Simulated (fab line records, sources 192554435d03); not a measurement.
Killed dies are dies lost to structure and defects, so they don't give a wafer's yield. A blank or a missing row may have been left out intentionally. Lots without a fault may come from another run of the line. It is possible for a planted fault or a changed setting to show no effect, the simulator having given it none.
fab line records ; flow n5Finfet ; part 1 of 2: steps 1 to 4 of 6
record lots=24; wafers=72; lastDay=17
route steps=1938 shown BEOL_M8@1350 BEOL_M9@1401
lots that met no fault: taken from a fault-free run of the same line
startH: hours from the record's first day to the start of the lot's first wafer shown ; waitH: hours from the lot's prior step to this one ; " unchanged from the row above ; L1.1+2: one row covering several wafers at once ; - no value present, or no start provided ; * or withheld: withheld ; < > ~ a bound
route shown NAME@n: names a module that has steps shown in the file, with the first one's number in the route ; usual: average and standard deviation across the fault-free wafers ; same: alike in all rows ; chamber/n: place in a boat ; sites: readings site by site ; _std_site: standard deviation of those values ; _edge_site: outer sites' mean less inner sites' ; radiusMm: for every site, how far away it sits from the centre of the wafer ; mask NAME#n: copy n ; behind: the most recent tool/chamber to have shaped the wafer ; hold: the reason the lot was held/the length of the hold in hours/how it ended ; device: the n, p or np transistor that did not switch ; end of line: the same wafers' tests at the end of the route ; a step given without rows: its recipe and nothing more ; killed: count of dies lost to structure and defects at first sort (not the wafer's yield) ; map: per-die view of a wafer (x killed, . not killed, _ where there is no die)
set.NAME: the setting as run; set.NAME@STEP: as run at that earlier step ; model.NAME: the simulator's own value behind a step, which no gauge read
a sample of lots followed through the steps of the route, with each step as a table and each wafer as a row
services: when a tool's chamber went out of use (startH, in hours from the record's first day, below 0 if earlier), for how many hours, and the reason
## steps
# step N5_BEOL_M8_ETCH_62
# recipe chemistry=N2/H2; target=SOC; targetDepthA=1100; overetchA=220; maskMaterial=SiARC; tempC=40; timeS=165; ionEnergyEv=200; pressureMtorr=30; sourceW=840; biasW=150; n2FlowSccm=200; h2FlowSccm=200
# usual drypumpMotorCurrentA=5.6/0.45; oesProductAu=0.68/0.064; rfVppV=523.6/1.8; showerheadPlenumPTorr=2.54/0.056; throttleValvePct=17.91/0.24
lot.wafer;tool;chamber;startH;waitH;drypumpMotorCurrentA;oesProductAu;rfHoursCounterH;rfVppV;showerheadPlenumPTorr;throttleValvePct
L075.3;rieDiel-03;1;193.95;0.0;6.3;0.70;84;524.6;2.57;17.84
L075.4;rieDiel-03;2;193.95;0.0;5.3;0.59;-;525.0;2.60;18.03
L075.6;rieDiel-03;3;193.95;0.0;5.5;0.75;-;525.8;2.60;17.96
L074.1;rieDiel-03;2;200.49;0.0;5.3;0.59;243;526.2;2.60;18.03
L074.2;rieDiel-03;3;200.49;0.0;5.5;0.75;33;525.6;2.60;17.96
L074.4;rieDiel-03;3;200.49;0.0;5.5;0.74;-;525.6;2.60;17.95
L076.2;rieDiel-04;0;212.46;0.0;4.8;0.70;87;526.3;2.53;17.43
L076.3;rieDiel-04;1;212.46;0.0;5.3;0.71;58;521.4;2.51;18.18
L076.5;rieDiel-04;3;212.46;0.0;6.3;0.60;-;526.0;2.62;18.09
L077.4;rieDiel-04;0;213.44;0.0;4.8;0.70;87;524.9;2.53;17.45
L077.5;rieDiel-04;1;213.44;0.0;5.3;0.70;-;520.9;2.51;18.18
L077.6;rieDiel-04;2;213.44;0.0;5.5;0.74;-;522.4;2.50;17.99
L079.2;rieDiel-04;0;220.42;0.0;4.8;0.69;90;525.9;2.53;17.43
L079.3;rieDiel-04;2;220.42;0.0;5.5;0.73;39;522.8;2.50;18.01
L079.6;rieDiel-04;3;220.42;0.0;6.3;0.59;-;526.1;2.62;18.09
L078.1;rieDiel-05;3;226.97;0.0;5.9;0.60;194;524.0;2.51;18.07
L078.2;rieDiel-05;2;226.97;0.0;5.3;0.65;131;523.2;2.57;18.05
L078.6;rieDiel-05;3;226.97;0.0;5.8;0.60;-;521.6;2.51;18.10
L080.2;rieDiel-04;3;229.37;0.0;6.2;0.59;250;525.3;2.62;18.10
L080.3;rieDiel-04;1;229.37;0.0;5.3;0.70;65;522.2;2.50;18.19
L080.6;rieDiel-04;1;229.37;0.0;5.3;0.70;-;522.2;2.50;18.20
L081.2;rieDiel-04;1;230.34;0.0;5.3;0.70;66;522.9;2.50;18.20
L081.5;rieDiel-04;2;230.34;0.0;5.5;0.74;-;522.3;2.50;18.00
L081.6;rieDiel-04;1;230.34;0.0;5.3;0.69;-;522.7;2.50;18.18
L082.1;rieDiel-03;3;239.80;0.0;5.5;0.71;50;525.2;2.59;17.98
L082.3;rieDiel-03;0;239.80;0.0;5.8;0.79;15;524.4;2.50;17.51
L082.4;rieDiel-03;3;239.80;0.0;5.4;0.72;-;525.5;2.59;17.96
L083.1;rieDiel-05;3;243.44;0.0;5.8;0.59;200;524.9;2.51;18.11
L083.2;rieDiel-05;1;243.44;0.0;5.3;0.74;39;525.8;2.62;18.19
L083.4;rieDiel-05;0;243.44;0.0;6.0;0.59;208;520.3;2.42;17.88
L084.2;rieDiel-03;2;261.97;0.0;5.3;0.82;7;524.3;2.60;17.58
L084.3;rieDiel-03;0;261.97;0.0;5.8;0.77;23;522.3;2.49;17.54
L084.6;rieDiel-03;0;261.97;0.0;5.8;0.77;-;522.2;2.49;17.53
L087.3;rieDiel-03;1;278.75;0.0;6.3;0.67;117;525.7;2.56;17.91
L087.5;rieDiel-03;3;278.75;0.0;5.5;0.70;-;523.9;2.59;17.99
L087.6;rieDiel-03;0;278.75;0.0;5.8;0.77;-;523.9;2.49;17.55
L086.2;rieDiel-05;0;280.88;0.0;6.0;0.59;221;519.2;2.41;17.93
L086.4;rieDiel-05;3;280.88;0.0;5.8;0.59;211;523.3;2.50;18.13
L086.6;rieDiel-05;2;280.88;0.0;5.3;0.63;-;524.5;2.56;18.10
L085.1;rieDiel-05;1;286.24;0.0;5.3;0.72;53;526.6;2.61;18.18
L085.3;rieDiel-05;3;286.24;0.0;5.8;0.59;212;524.4;2.50;18.14
L085.4;rieDiel-05;2;286.24;0.0;5.3;0.63;150;524.3;2.56;18.08
L088.1;rieDiel-04;0;299.41;0.0;4.8;0.67;118;524.2;2.52;17.49
L088.5;rieDiel-04;3;299.41;0.0;6.3;0.78;-;526.8;2.61;17.72
L088.6;rieDiel-04;0;299.41;0.0;4.8;0.67;-;523.9;2.52;17.49
L089.3;rieDiel-05;2;299.58;0.0;5.3;0.62;155;522.6;2.56;18.09
L089.4;rieDiel-05;3;299.58;0.0;5.8;0.59;217;523.0;2.50;18.13
L089.6;rieDiel-05;2;299.58;0.0;5.3;0.63;-;522.6;2.56;18.10
L091.1;rieDiel-03;0;299.79;0.0;5.8;0.75;37;521.7;2.49;17.56
L091.2;rieDiel-03;2;299.79;0.0;5.3;0.78;20;525.1;2.59;17.61
L091.6;rieDiel-03;0;299.79;0.0;5.8;0.75;-;521.1;2.49;17.57
L090.2;rieDiel-04;1;300.41;0.0;5.3;0.69;91;521.1;2.49;18.23
L090.4;rieDiel-04;0;300.41;0.0;4.8;0.67;118;524.0;2.52;17.49
L090.5;rieDiel-04;0;300.41;0.0;4.8;0.67;-;525.1;2.52;17.50
L092.1;rieDiel-03;0;302.22;0.0;5.8;0.74;37;522.4;2.49;17.57
L092.4;rieDiel-03;3;302.22;0.0;5.5;0.70;71;524.7;2.58;18.02
L092.6;rieDiel-03;2;302.22;0.0;5.4;0.79;-;524.3;2.59;17.60
L093.1;rieDiel-04;2;302.44;0.0;5.5;0.71;70;522.2;2.48;18.05
L093.3;rieDiel-04;1;302.44;0.0;5.3;0.68;91;521.1;2.49;18.24
L093.4;rieDiel-04;0;302.44;0.0;4.8;0.67;119;524.5;2.52;17.49
L094.2;rieDiel-05;3;305.42;0.0;5.8;0.59;219;522.6;2.50;18.14
L094.3;rieDiel-05;0;305.42;0.0;6.0;0.58;230;520.8;2.41;17.93
L094.5;rieDiel-05;2;305.42;0.0;5.3;0.62;-;523.8;2.56;18.09
L095.4;rieDiel-03;2;331.79;0.1;5.4;0.77;-;524.2;2.59;17.61
L095.5;rieDiel-03;0;331.79;0.1;5.8;0.74;-;520.3;2.48;17.59
L095.6;rieDiel-03;1;331.79;0.1;6.3;0.65;-;524.9;2.55;17.94
L096.4;rieDiel-05;2;332.23;0.0;5.3;0.61;166;524.7;2.56;18.11
L096.5;rieDiel-05;0;332.23;0.0;6.0;0.57;-;519.1;2.40;17.94
L096.6;rieDiel-05;1;332.23;0.0;5.3;0.69;-;524.8;2.60;18.22
L097.1;rieDiel-03;0;346.01;0.0;5.8;0.73;55;521.8;2.48;17.59
L097.4;rieDiel-03;2;346.01;0.0;5.3;0.76;-;526.1;2.58;17.62
L097.5;rieDiel-03;0;346.01;0.0;5.8;0.72;-;522.3;2.48;17.59
# step N5_BEOL_M8_STRIP_67
# recipe chemistry=CF4; resist=SiARC; powerW=300; biasPowerW=75; pressureMtorr=50; cf4FlowSccm=150; rfFrequencyHz=6e+07
# usual drypumpMotorCurrentA=5.6/0.45; oesProductAu=0.81/0.077; rfVppV=271.1/1.4; showerheadPlenumPTorr=1.79/0.037; throttleValvePct=13.60/0.2
lot.wafer;tool;chamber;startH;waitH;drypumpMotorCurrentA;oesProductAu;rfHoursCounterH;rfVppV;showerheadPlenumPTorr;throttleValvePct
L075.3;rieDiel-03;1;194.09;0.0;6.3;0.82;84;269.7;1.80;13.53
L075.4;rieDiel-03;2;194.09;0.0;5.3;0.69;-;271.7;1.85;14.02
L075.6;rieDiel-03;3;194.09;0.0;5.5;0.88;-;271.6;1.82;13.41
L074.1;rieDiel-03;2;200.64;0.0;5.3;0.69;243;271.7;1.85;14.03
L074.2;rieDiel-03;3;200.64;0.0;5.5;0.87;34;272.4;1.82;13.41
L074.4;rieDiel-03;3;200.64;0.0;5.5;0.88;-;271.1;1.82;13.40
L076.2;rieDiel-04;0;212.60;0.0;4.8;0.82;87;271.6;1.81;13.44
L076.3;rieDiel-04;1;212.60;0.0;5.3;0.84;59;269.5;1.75;13.67
L076.5;rieDiel-04;3;212.60;0.0;6.3;0.70;-;273.6;1.83;13.68
L077.4;rieDiel-04;0;213.58;0.0;4.8;0.81;87;272.0;1.81;13.43
L077.5;rieDiel-04;1;213.58;0.0;5.2;0.83;-;270.0;1.75;13.68
L077.6;rieDiel-04;2;213.58;0.0;5.5;0.88;-;268.2;1.73;13.46
L079.2;rieDiel-04;0;220.56;0.0;4.8;0.82;90;272.0;1.81;13.45
L079.3;rieDiel-04;2;220.56;0.0;5.5;0.87;39;270.4;1.73;13.48
L079.6;rieDiel-04;3;220.56;0.0;6.3;0.71;-;272.1;1.83;13.71
L078.1;rieDiel-05;3;227.12;0.0;5.8;0.71;194;270.1;1.79;14.02
L078.2;rieDiel-05;2;227.12;0.0;5.3;0.75;131;271.6;1.78;13.49
L078.6;rieDiel-05;3;227.12;0.0;5.8;0.70;-;271.5;1.79;14.04
L080.2;rieDiel-04;3;229.51;0.0;6.3;0.70;250;273.9;1.83;13.70
L080.3;rieDiel-04;1;229.51;0.0;5.3;0.82;65;269.3;1.75;13.69
L080.6;rieDiel-04;1;229.51;0.0;5.3;0.83;-;272.6;1.75;13.70
L081.2;rieDiel-04;1;230.49;0.0;5.2;0.83;66;270.0;1.75;13.68
L081.5;rieDiel-04;2;230.49;0.0;5.5;0.87;-;270.4;1.73;13.48
L081.6;rieDiel-04;1;230.49;0.0;5.3;0.83;-;269.1;1.75;13.66
L082.1;rieDiel-03;3;239.95;0.0;5.5;0.85;50;272.9;1.82;13.45
L082.3;rieDiel-03;0;239.95;0.0;5.8;0.93;15;270.2;1.79;13.42
L082.4;rieDiel-03;3;239.95;0.0;5.4;0.85;-;271.8;1.82;13.46
L083.1;rieDiel-05;3;243.59;0.0;5.8;0.71;200;271.6;1.79;14.04
L083.2;rieDiel-05;1;243.59;0.0;5.3;0.87;39;271.4;1.82;13.53
L083.4;rieDiel-05;0;243.59;0.0;6.0;0.70;208;270.2;1.71;13.79
L084.2;rieDiel-03;2;262.12;0.0;5.3;0.97;7;272.0;1.84;13.45
L084.3;rieDiel-03;0;262.12;0.0;5.8;0.91;23;270.0;1.78;13.43
L084.6;rieDiel-03;0;262.12;0.0;5.8;0.91;-;269.2;1.78;13.43
L087.3;rieDiel-03;1;278.89;0.0;6.3;0.79;117;271.5;1.79;13.60
L087.5;rieDiel-03;3;278.89;0.0;5.5;0.83;-;271.2;1.81;13.48
L087.6;rieDiel-03;0;278.89;0.0;5.8;0.90;-;268.3;1.78;13.45
L086.2;rieDiel-05;0;281.03;0.0;6.0;0.69;221;269.1;1.71;13.80
L086.4;rieDiel-05;3;281.03;0.0;5.8;0.70;211;271.0;1.79;14.05
L086.6;rieDiel-05;2;281.03;0.0;5.3;0.73;-;272.9;1.78;13.51
L085.1;rieDiel-05;1;286.39;0.0;5.3;0.85;53;272.2;1.82;13.56
L085.3;rieDiel-05;3;286.39;0.0;5.8;0.69;212;270.1;1.79;14.05
L085.4;rieDiel-05;2;286.39;0.0;5.3;0.74;150;271.7;1.78;13.50
L088.1;rieDiel-04;0;299.56;0.0;4.8;0.79;118;271.7;1.80;13.50
L088.5;rieDiel-04;3;299.56;0.0;6.3;0.93;-;272.8;1.82;13.17
L088.6;rieDiel-04;0;299.56;0.0;4.8;0.79;-;270.7;1.80;13.50
L089.3;rieDiel-05;2;299.73;0.0;5.3;0.74;155;272.1;1.78;13.52
L089.4;rieDiel-05;3;299.73;0.0;5.8;0.69;217;270.8;1.79;14.07
L089.6;rieDiel-05;2;299.73;0.0;5.3;0.74;-;272.9;1.78;13.53
L091.1;rieDiel-03;0;299.93;0.0;5.8;0.89;37;268.1;1.78;13.45
L091.2;rieDiel-03;2;299.93;0.0;5.3;0.93;20;273.0;1.84;13.48
L091.6;rieDiel-03;0;299.93;0.0;5.8;0.89;-;269.1;1.78;13.45
L090.2;rieDiel-04;1;300.56;0.0;5.3;0.80;91;270.0;1.74;13.74
L090.4;rieDiel-04;0;300.56;0.0;4.8;0.78;118;270.8;1.80;13.50
L090.5;rieDiel-04;0;300.56;0.0;4.8;0.78;-;269.7;1.80;13.50
L092.1;rieDiel-03;0;302.36;0.0;5.8;0.89;37;271.1;1.78;13.46
L092.4;rieDiel-03;3;302.36;0.0;5.4;0.83;71;270.2;1.81;13.50
L092.6;rieDiel-03;2;302.36;0.0;5.4;0.93;-;270.2;1.84;13.50
L093.1;rieDiel-04;2;302.58;0.0;5.5;0.84;70;271.0;1.73;13.55
L093.3;rieDiel-04;1;302.58;0.0;5.3;0.80;92;271.0;1.74;13.74
L093.4;rieDiel-04;0;302.58;0.0;4.8;0.79;119;271.5;1.80;13.48
L094.2;rieDiel-05;3;305.57;0.0;5.8;0.69;219;270.6;1.79;14.06
L094.3;rieDiel-05;0;305.57;0.0;6.0;0.68;230;269.5;1.71;13.84
L094.5;rieDiel-05;2;305.57;0.0;5.3;0.73;-;270.7;1.78;13.53
L095.4;rieDiel-03;2;331.88;0.0;5.4;0.90;-;272.1;1.84;13.53
L095.5;rieDiel-03;0;331.88;0.0;5.8;0.87;-;270.9;1.78;13.47
L095.6;rieDiel-03;1;331.88;0.0;6.3;0.77;-;273.7;1.79;13.64
L096.4;rieDiel-05;2;332.37;0.0;5.3;0.73;166;269.5;1.78;13.56
L096.5;rieDiel-05;0;332.37;0.0;5.9;0.68;-;269.5;1.70;13.86
L096.6;rieDiel-05;1;332.37;0.0;5.3;0.83;-;272.6;1.81;13.61
L097.1;rieDiel-03;0;346.16;0.0;5.8;0.85;55;273.8;1.78;13.50
L097.4;rieDiel-03;2;346.16;0.0;5.3;0.89;-;271.5;1.84;13.53
L097.5;rieDiel-03;0;346.16;0.0;5.8;0.85;-;270.2;1.77;13.51
# step N5_BEOL_M8_INSPECT_30
# recipe mode=adi; inspectInstrument=brightfield
# usual rawDefectCount=424/98
lot.wafer;tool;chamber;startH;waitH;rawDefectCount
L075.3;defectInspect-01;-;195.14;0.0;426
L075.4;defectInspect-01;-;195.14;0.0;493
L075.6;defectInspect-01;-;195.14;0.0;507
L074.1;defectInspect-02;-;201.26;0.1;332
L074.2;defectInspect-02;-;201.26;0.1;347
L074.4;defectInspect-02;-;201.26;0.1;305
L076.2;defectInspect-02;-;214.96;0.0;468
L076.3;defectInspect-02;-;214.96;0.0;390
L076.5;defectInspect-02;-;214.96;0.0;549
L077.4;defectInspect-02;-;215.19;0.0;459
L077.5;defectInspect-02;-;215.19;0.0;476
L077.6;defectInspect-02;-;215.19;0.0;348
L079.2;defectInspect-01;-;222.93;0.0;377
L079.3;defectInspect-01;-;222.93;0.0;302
L079.6;defectInspect-01;-;222.93;0.0;336
L078.1;defectInspect-02;-;227.97;0.1;432
L078.2;defectInspect-02;-;227.97;0.1;349
L078.6;defectInspect-02;-;227.97;0.1;327
L080.2;defectInspect-02;-;230.32;0.0;398
L080.3;defectInspect-02;-;230.32;0.0;421
L080.6;defectInspect-02;-;230.32;0.0;450
L081.2;defectInspect-02;-;231.41;0.0;349
L081.5;defectInspect-02;-;231.41;0.0;329
L081.6;defectInspect-02;-;231.41;0.0;322
L082.1;defectInspect-01;-;241.34;0.1;459
L082.3;defectInspect-01;-;241.34;0.1;553
L082.4;defectInspect-01;-;241.34;0.1;466
L083.1;defectInspect-01;-;245.04;0.1;415
L083.2;defectInspect-01;-;245.04;0.1;432
L083.4;defectInspect-01;-;245.04;0.1;460
L084.2;defectInspect-01;-;263.48;0.0;390
L084.3;defectInspect-01;-;263.48;0.0;460
L084.6;defectInspect-01;-;263.48;0.0;340
L086.2;defectInspect-02;-;285.01;0.0;417
L086.4;defectInspect-02;-;285.01;0.0;362
L086.6;defectInspect-02;-;285.01;0.0;419
L087.3;defectInspect-01;-;285.06;0.0;370
L087.5;defectInspect-01;-;285.06;0.0;645
L087.6;defectInspect-01;-;285.06;0.0;422
L085.1;defectInspect-02;-;287.06;0.1;855
L085.3;defectInspect-02;-;287.06;0.1;495
L085.4;defectInspect-02;-;287.06;0.1;672
L088.1;defectInspect-02;-;300.34;0.1;379
L088.5;defectInspect-02;-;300.34;0.1;445
L088.6;defectInspect-02;-;300.34;0.1;441
L089.3;defectInspect-01;-;300.38;0.0;442
L089.4;defectInspect-01;-;300.38;0.0;352
L089.6;defectInspect-01;-;300.38;0.0;512
L091.1;defectInspect-01;-;300.55;0.1;511
L091.2;defectInspect-01;-;300.55;0.1;551
L091.6;defectInspect-01;-;300.55;0.1;523
L090.2;defectInspect-01;-;301.36;0.0;381
L090.4;defectInspect-01;-;301.36;0.0;358
L090.5;defectInspect-01;-;301.36;0.0;467
L093.1;defectInspect-02;-;304.21;0.1;272
L093.3;defectInspect-02;-;304.21;0.1;371
L093.4;defectInspect-02;-;304.21;0.1;328
L092.1;defectInspect-02;-;304.37;0.1;369
L092.4;defectInspect-02;-;304.37;0.1;451
L092.6;defectInspect-02;-;304.37;0.1;355
L094.2;defectInspect-02;-;306.77;0.0;445
L094.3;defectInspect-02;-;306.77;0.0;408
L094.5;defectInspect-02;-;306.77;0.0;498
L095.4;defectInspect-02;-;332.73;0.0;312
L095.5;defectInspect-02;-;332.73;0.0;351
L095.6;defectInspect-02;-;332.73;0.0;361
L096.4;defectInspect-01;-;334.43;0.0;396
L096.5;defectInspect-01;-;334.43;0.0;391
L096.6;defectInspect-01;-;334.43;0.0;592
L097.1;defectInspect-01;-;346.91;0.1;299
L097.4;defectInspect-01;-;346.91;0.1;448
L097.5;defectInspect-01;-;346.91;0.1;495
# step N5_BEOL_M8_DESCUM_33
# recipe chemistry=O2; timeS=7; sourcePowerW=50; biasPowerW=20; pressureMtorr=20; rfFrequencyHz=2.712e+07; tempC=40; resist=CAR-EUV; o2FlowSccm=225
# usual drypumpMotorCurrentA=5.6/0.41; oesProductAu=0.81/0.083; rfVppV=242.9/0.99; showerheadPlenumPTorr=2.09/0.055; throttleValvePct=20.58/0.21
lot.wafer;tool;chamber;startH;waitH;drypumpMotorCurrentA;oesProductAu;rfHoursCounterH;rfVppV;showerheadPlenumPTorr;throttleValvePct
L075.3;rieDiel-05;1;195.17;0.0;5.3;0.92;21;242.4;2.15;20.69
L075.4;rieDiel-05;3;195.17;0.0;5.8;0.70;186;242.3;2.10;20.92
L075.6;rieDiel-05;0;195.17;0.0;6.0;0.71;-;241.2;2.00;20.55
L074.1;rieDiel-05;1;201.38;0.1;5.3;0.91;23;243.1;2.15;20.69
L074.2;rieDiel-05;3;201.38;0.1;5.8;0.70;188;243.2;2.10;20.91
L074.4;rieDiel-05;2;201.38;0.1;5.3;0.74;123;243.0;2.14;20.73
L076.2;rieDiel-03;1;214.99;0.0;6.3;0.81;93;244.8;2.13;20.62
L076.3;rieDiel-03;3;214.99;0.0;5.5;0.90;38;244.2;2.13;20.43
L076.5;rieDiel-03;3;214.99;0.0;5.5;0.89;-;242.4;2.13;20.43
L077.4;rieDiel-05;0;215.54;0.3;6.0;0.72;-;243.0;1.99;20.56
L077.5;rieDiel-05;1;215.54;0.3;5.3;0.91;-;244.5;2.15;20.68
L077.6;rieDiel-05;2;215.54;0.3;5.3;0.74;-;243.6;2.14;20.72
L079.2;rieDiel-03;3;222.96;0.0;5.5;0.87;41;243.2;2.13;20.45
L079.3;rieDiel-03;1;222.96;0.0;6.3;0.81;95;244.2;2.13;20.65
L079.6;rieDiel-03;0;222.96;0.0;5.8;0.95;-;242.1;2.06;20.19
L078.1;rieDiel-05;3;228.01;0.0;5.8;0.70;194;243.6;2.10;20.92
L078.2;rieDiel-05;1;228.01;0.0;5.3;0.89;34;244.2;2.14;20.70
L078.6;rieDiel-05;3;228.01;0.0;5.8;0.69;-;243.3;2.10;20.91
L080.2;rieDiel-05;0;230.40;0.1;6.0;0.71;204;243.8;1.99;20.57
L080.3;rieDiel-05;3;230.40;0.1;5.8;0.69;195;242.3;2.10;20.92
L080.6;rieDiel-05;3;230.40;0.1;5.8;0.70;-;242.0;2.10;20.94
L081.2;rieDiel-05;3;231.44;0.0;5.8;0.70;196;243.3;2.10;20.92
L081.5;rieDiel-05;2;231.44;0.0;5.3;0.74;-;242.0;2.14;20.74
L081.6;rieDiel-05;1;231.44;0.0;5.3;0.89;-;242.0;2.14;20.71
L082.1;rieDiel-03;1;241.38;0.0;6.3;0.79;104;242.8;2.13;20.64
L082.3;rieDiel-03;3;241.38;0.0;5.5;0.86;51;243.0;2.13;20.44
L082.4;rieDiel-03;3;241.38;0.0;5.5;0.86;-;243.7;2.13;20.44
L083.1;rieDiel-03;0;245.35;0.3;5.8;0.93;18;244.4;2.05;20.21
L083.2;rieDiel-03;1;245.35;0.3;6.3;0.79;106;243.1;2.13;20.65
L083.4;rieDiel-03;2;245.35;0.3;5.3;1.01;2;243.4;2.14;20.32
L084.2;rieDiel-05;1;263.86;0.4;5.2;0.88;47;242.7;2.14;20.72
L084.3;rieDiel-05;0;263.86;0.4;6.0;0.71;215;242.2;1.99;20.60
L084.6;rieDiel-05;3;263.86;0.4;5.8;0.69;-;242.3;2.09;20.95
L086.2;rieDiel-04;2;285.21;0.2;5.5;0.85;63;241.4;2.06;20.84
L086.4;rieDiel-04;0;285.21;0.2;4.8;0.80;113;244.1;2.13;20.56
L086.6;rieDiel-04;2;285.21;0.2;5.5;0.85;-;242.5;2.06;20.86
L087.3;rieDiel-05;2;285.56;0.5;5.3;0.72;150;243.8;2.13;20.78
L087.5;rieDiel-05;0;285.56;0.5;6.0;0.70;-;242.6;1.99;20.60
L087.6;rieDiel-05;1;285.56;0.5;5.3;0.86;-;244.4;2.14;20.73
L085.1;rieDiel-03;3;287.10;0.0;5.4;0.85;66;243.4;2.12;20.48
L085.3;rieDiel-03;2;287.10;0.0;5.4;0.95;15;243.6;2.14;20.34
L085.4;rieDiel-03;0;287.10;0.0;5.8;0.89;31;244.0;2.05;20.24
L088.1;rieDiel-05;0;300.37;0.0;6.0;0.69;228;243.3;1.98;20.62
L088.5;rieDiel-05;3;300.37;0.0;5.8;0.68;-;242.1;2.09;20.96
L088.6;rieDiel-05;0;300.37;0.0;6.0;0.69;-;240.7;1.98;20.60
L089.3;rieDiel-03;2;300.43;0.0;5.3;0.93;20;244.0;2.14;20.34
L089.4;rieDiel-03;0;300.43;0.0;5.8;0.88;37;243.5;2.04;20.24
L089.6;rieDiel-03;1;300.43;0.0;6.3;0.78;-;244.7;2.12;20.68
L091.1;rieDiel-04;2;300.58;0.0;5.5;0.85;69;242.1;2.06;20.85
L091.2;rieDiel-04;1;300.58;0.0;5.3;0.80;91;241.8;2.00;20.47
L091.6;rieDiel-04;2;300.58;0.0;5.5;0.84;-;241.3;2.06;20.86
L090.2;rieDiel-04;1;301.39;0.0;5.3;0.81;91;242.7;2.00;20.47
L090.4;rieDiel-04;0;301.39;0.0;4.8;0.79;118;243.3;2.13;20.55
L090.5;rieDiel-04;1;301.39;0.0;5.3;0.80;-;241.6;2.00;20.46
L093.1;rieDiel-04;2;304.40;0.2;5.5;0.84;70;241.5;2.06;20.85
L093.3;rieDiel-04;1;304.40;0.2;5.3;0.80;92;242.3;2.00;20.47
L093.4;rieDiel-04;0;304.40;0.2;4.8;0.80;119;244.7;2.13;20.58
L092.1;rieDiel-03;1;304.41;0.0;6.4;0.78;126;243.3;2.12;20.67
L092.4;rieDiel-03;3;304.41;0.0;5.4;0.84;72;243.3;2.12;20.48
L092.6;rieDiel-03;3;304.41;0.0;5.5;0.82;-;244.5;2.12;20.49
L094.2;rieDiel-03;1;306.80;0.0;6.3;0.78;127;244.5;2.12;20.69
L094.3;rieDiel-03;3;306.80;0.0;5.5;0.83;73;243.9;2.12;20.50
L094.5;rieDiel-03;0;306.80;0.0;5.8;0.88;-;241.4;2.04;20.25
L095.4;rieDiel-04;2;332.77;0.0;5.5;0.83;81;242.1;2.06;20.87
L095.5;rieDiel-04;0;332.77;0.0;4.8;0.78;-;243.4;2.12;20.59
L095.6;rieDiel-04;1;332.77;0.0;5.2;0.79;-;242.4;2.00;20.48
L096.4;rieDiel-04;2;334.46;0.0;5.5;0.82;81;243.8;2.06;20.88
L096.5;rieDiel-04;3;334.46;0.0;6.3;0.90;-;243.9;2.15;20.33
L096.6;rieDiel-04;2;334.46;0.0;5.5;0.82;-;244.6;2.06;20.87
L097.1;rieDiel-03;2;347.28;0.4;5.4;0.91;38;244.2;2.13;20.39
L097.4;rieDiel-03;1;347.28;0.4;6.3;0.77;-;244.1;2.11;20.69
L097.5;rieDiel-03;0;347.28;0.4;5.8;0.85;-;243.8;2.04;20.28
